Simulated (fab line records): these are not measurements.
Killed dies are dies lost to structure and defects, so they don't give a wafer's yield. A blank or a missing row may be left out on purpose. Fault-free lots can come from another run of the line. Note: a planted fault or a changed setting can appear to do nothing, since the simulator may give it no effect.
Split-lot trial + flow n5-finfet + 21 wafers read from 7 lots, route of 1938 steps

## SPLIT DETAILS
At N5_BEOL_M11_COAT_05 (resist thk 90 nm), the setting spin-rpm was moved away from the recipe's 1500 rpm on 8 of the 21 wafers read, by -4.7% to +10.7%. This setting was run at the recipe's value on the other wafers.

## FROM THE SPLIT TO THE READING: what the file shows between them, 2 steps
- N5_BEOL_M11_EBR_07
- N5_BEOL_M11_SOFTBAKE_06: time 60 s

## THE READING
CAR-ArF_of_BEOL_M11_COAT_05.thk-nm (the simulator's own value, which no gauge read), in nm, at N5_BEOL_M11_DESCUM_16 (chemistry O2, time 7.9 s). There is no usual value for it anywhere in the file. Across the 13 wafers here that went through the recipe, the average is 83.5 nm and the standard deviation 0.33 nm.

| wafer  | tool, chamber at the split | spin-rpm as run, rpm | against the recipe | CAR-ArF_of_BEOL_M11_COAT_05.thk-nm, nm | against lot-mates on the recipe |
|--------|----------------------------|----------------------|--------------------|----------------------------------------|---------------------------------|
| L075.1 | litho-track-03, 0          | 1500                 | recipe             | 83                                     | -                               |
| L075.3 | litho-track-03, 0          | 1500                 | recipe             | 83.6                                   | -                               |
| L075.4 | litho-track-03, 0          | 1500                 | recipe             | 84                                     | -                               |
| L083.1 | litho-track-03, 0          | 1500                 | recipe             | 83.8                                   | -                               |
| L083.3 | litho-track-03, 0          | 1456                 | -2.9%              | 84.8                                   | +1.0                            |
| L083.4 | litho-track-03, 0          | 1456                 | -2.9%              | 84.8                                   | +1.0                            |
| L085.1 | litho-track-04, 0          | 1660                 | +10.7%             | 78.8                                   | -4.2                            |
| L085.3 | litho-track-04, 0          | 1660                 | +10.7%             | 78.6                                   | -4.4                            |
| L085.4 | litho-track-04, 0          | 1500                 | recipe             | 83                                     | -                               |
| L088.1 | litho-track-03, 0          | 1582                 | +5.5%              | 80.8                                   | -2.6                            |
| L088.3 | litho-track-03, 0          | 1500                 | recipe             | 83.4                                   | -                               |
| L088.6 | litho-track-03, 0          | 1582                 | +5.5%              | 81                                     | -2.4                            |
| L091.1 | litho-track-04, 0          | 1500                 | recipe             | 83.8                                   | -                               |
| L091.5 | litho-track-04, 0          | 1500                 | recipe             | 83.8                                   | -                               |
| L091.4 | litho-track-04, 0          | 1626                 | +8.4%              | 80.2                                   | -3.6                            |
| L095.3 | litho-track-03, 0          | 1500                 | recipe             | 83.4                                   | -                               |
| L095.4 | litho-track-03, 0          | 1500                 | recipe             | 83                                     | -                               |
| L095.6 | litho-track-03, 0          | 1430                 | -4.7%              | 85.6                                   | +2.4                            |
| L096.1 | litho-track-05, 0          | 1500                 | recipe             | 83.4                                   | -                               |
| L096.5 | litho-track-05, 0          | 1500                 | recipe             | 83.6                                   | -                               |
| L096.6 | litho-track-05, 0          | 1500                 | recipe             | 83.2                                   | -                               |

THE FIT
A straight line over all 21 wafers: CAR-ArF_of_BEOL_M11_COAT_05.thk-nm changes by -0.441 nm for each +1% of spin-rpm; r = -0.99; the points scatter about the line by 0.3 nm.
The same after taking each lot's own level away (the mean of its wafers on the recipe; 21 wafers): -0.419 nm for each +1%; r = -0.99; scatter 0.25 nm.
Per that fit: largest spin-rpm move, reading shift of 4.5 nm.
The span of the lots' own levels, 83.00 to 83.80 nm, comes to 2.4 times the standard deviation stated above.
The two slopes are in agreement: the lot-to-lot level therefore moves the slope only a little.
Check: with one of the wafers moved furthest among these (+10.7%) left out of the fit, the line predicts -4.58 nm for it against its lot-mates. It came out at -4.2 nm against them.

## FURTHER SPLITS ON THESE WAFERS
Before the reading, these wafers also passed through other splits. Each is held against what the fit with the lots' levels taken away leaves over:
| other split on the same wafers     | wafers away from the commonest value | r with CAR-ArF_of_BEOL_M11_COAT_05.thk-nm (lot level and that fit taken away) |
|------------------------------------|--------------------------------------|-------------------------------------------------------------------------------|
| N5_BEOL_M8_ILD_DEP_00 temp-c       | 9                                    | +0.33                                                                         |
| N5_BEOL_M8_CURE_75 time-s          | 6                                    | -0.46                                                                         |
| N5_BEOL_M9_TRENCH_ETCH_37 source-w | 9                                    | -0.23                                                                         |

## THE WHOLE CHAIN: every reading that the file lists as answering this split, in the file's order
| step                  | what it does             | reading                                                                             | change (the file's fit)               | r (the file's) |
|-----------------------|--------------------------|-------------------------------------------------------------------------------------|---------------------------------------|----------------|
| N5_BEOL_M11_COAT_05   | resist thk 90 nm         | CAR-ArF_of_BEOL_M11_COAT_05.thk-nm (the simulator's own value, which no gauge read) | -0.43 nm for each +1% of the setting  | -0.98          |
| N5_BEOL_M11_DESCUM_16 | chemistry O2, time 7.9 s | CAR-ArF_of_BEOL_M11_COAT_05.thk-nm (the simulator's own value, which no gauge read) | -0.425 nm for each +1% of the setting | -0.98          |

## THE FILE'S OWN FIT
CAR-ArF_of_BEOL_M11_COAT_05.thk-nm changes by -0.425 nm for each +1% of spin-rpm, r = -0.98.
